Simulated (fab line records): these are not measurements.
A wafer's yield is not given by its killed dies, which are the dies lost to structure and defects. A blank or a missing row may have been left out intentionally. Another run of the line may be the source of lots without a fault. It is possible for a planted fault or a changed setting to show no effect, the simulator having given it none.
Split-lot experiment	flow n5 finfet	21 wafers read across 7 lots, on a route 1938 steps long

== ABOUT THE SPLIT ==
At N5_BEOL_M5_COAT_22 (resist thk 30 nm), the setting spin rpm was moved away from the recipe's 1500 rpm on 8 of the 21 wafers read, by -9.9% to +9.8%. For the rest of the wafers, this setting stayed at what the recipe calls for.

== FROM THE SPLIT TO THE READING: what the file shows between them, 4 steps ==
- N5_BEOL_M5_EBR_24
- N5_BEOL_M5_SOFTBAKE_23: time 60 s
- N5_BEOL_M5_DESCUM_33: chemistry O2, time 7 s
- N5_BEOL_M5_ETCH_75: etches underlayer in N2/H2, target depth 6.5 nm, time 5.2 s

== THE READING ==
CAR-EUV_of_BEOL_M5_COAT_22.thk nm (the simulator's own value, which no gauge read), in nm, at N5_BEOL_M5_ETCH_67 (etches SiARC in CF4, target depth 15.6 nm, time 26 s). There is no usual value for it anywhere in the file. The 13 wafers here that ran the recipe average 11.1 nm, standard deviation 0.12 nm.

wafer	tool, chamber at the split	spin rpm as run, rpm	against the recipe	CAR-EUV_of_BEOL_M5_COAT_22.thk nm, nm	against lot-mates on the recipe
L086.1	litho track-04, 0	1500	recipe	11	-
L086.2	litho track-04, 0	1500	recipe	11	-
L086.3	litho track-04, 0	1647	+9.8%	9.6	-1.4
L088.1	litho track-02, 0	1550	+3.3%	10.6	no lot-mate on the recipe
L088.2	litho track-02, 0	1550	+3.3%	10.6	no lot-mate on the recipe
L088.3	litho track-02, 0	1550	+3.3%	10.8	no lot-mate on the recipe
L089.2	litho track-01, 0	1351	-9.9%	12.8	no lot-mate on the recipe
L089.5	litho track-01, 0	1351	-9.9%	12.8	no lot-mate on the recipe
L089.4	litho track-01, 0	1351	-9.9%	13	no lot-mate on the recipe
L090.1	litho track-04, 0	1500	recipe	11.2	-
L090.3	litho track-04, 0	1500	recipe	11.2	-
L090.5	litho track-04, 0	1500	recipe	11.2	-
L092.1	litho track-04, 0	1500	recipe	11	-
L092.2	litho track-04, 0	1500	recipe	11.2	-
L092.5	litho track-04, 0	1500	recipe	11.2	-
L093.2	litho track-04, 0	1500	recipe	11	-
L093.4	litho track-04, 0	1500	recipe	11	-
L093.5	litho track-04, 0	1500	recipe	11	-
L097.1	litho track-02, 0	1500	recipe	11.4	-
L097.3	litho track-02, 0	1622	+8.1%	10	-1.3
L097.4	litho track-02, 0	1500	recipe	11.2	-

THE FIT
A straight line over all 21 wafers: CAR-EUV_of_BEOL_M5_COAT_22.thk nm changes by -0.164 nm for each +1% of spin rpm; r = -0.99; the points scatter about the line by 0.13 nm.
The same after taking each lot's own level away (the mean of its wafers on the recipe; 15 wafers): -0.15 nm for each +1%; r = -0.99; scatter 0.067 nm.
On that fit, the largest move of spin rpm shifts the reading by 1.5 nm.
The span of the lots' own levels, 11.00 to 11.30 nm, comes to 2.4 times the standard deviation stated above.
Consequently the slope shifts little with the lot-to-lot level, the two slopes agreeing.
Check: for one of the wafers moved furthest among these (+9.8%), held out of the fit, the line's prediction against its lot-mates is -1.57 nm. It came out at -1.4 nm against them.

== THE OTHER SPLITS THESE WAFERS WENT THROUGH ==
Note: prior to the reading, these wafers also went through further splits. Each is held against what the fit with the lots' levels taken away leaves over:
other split on the same wafers	wafers away from the commonest value	r with CAR-EUV_of_BEOL_M5_COAT_22.thk nm (lot level and that fit taken away)
N5_BEOL_M3_COAT_05 spin rpm	11	+0.06
N5_BEOL_M5_COAT_65 spin rpm	10	+0.17

== THE WHOLE CHAIN: every reading that the file lists as answering this split, in the file's order ==
step	what it does	reading	change (the file's fit)	r (the file's)
N5_BEOL_M5_COAT_22	resist thk 30 nm	CAR-EUV_of_BEOL_M5_COAT_22.thk nm (the simulator's own value, which no gauge read)	-0.145 nm for each +1% of the setting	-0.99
N5_BEOL_M5_DESCUM_33	chemistry O2, time 7 s	CAR-EUV_of_BEOL_M5_COAT_22.thk nm (the simulator's own value, which no gauge read)	-0.157 nm for each +1% of the setting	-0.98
N5_BEOL_M5_ETCH_67	etches SiARC in CF4, target depth 15.6 nm, time 26 s	CAR-EUV_of_BEOL_M5_COAT_22.thk nm (the simulator's own value, which no gauge read)	-0.15 nm for each +1% of the setting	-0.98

== FILE'S OWN FIT ==
CAR-EUV_of_BEOL_M5_COAT_22.thk nm changes by -0.15 nm for each +1% of spin rpm, r = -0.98.
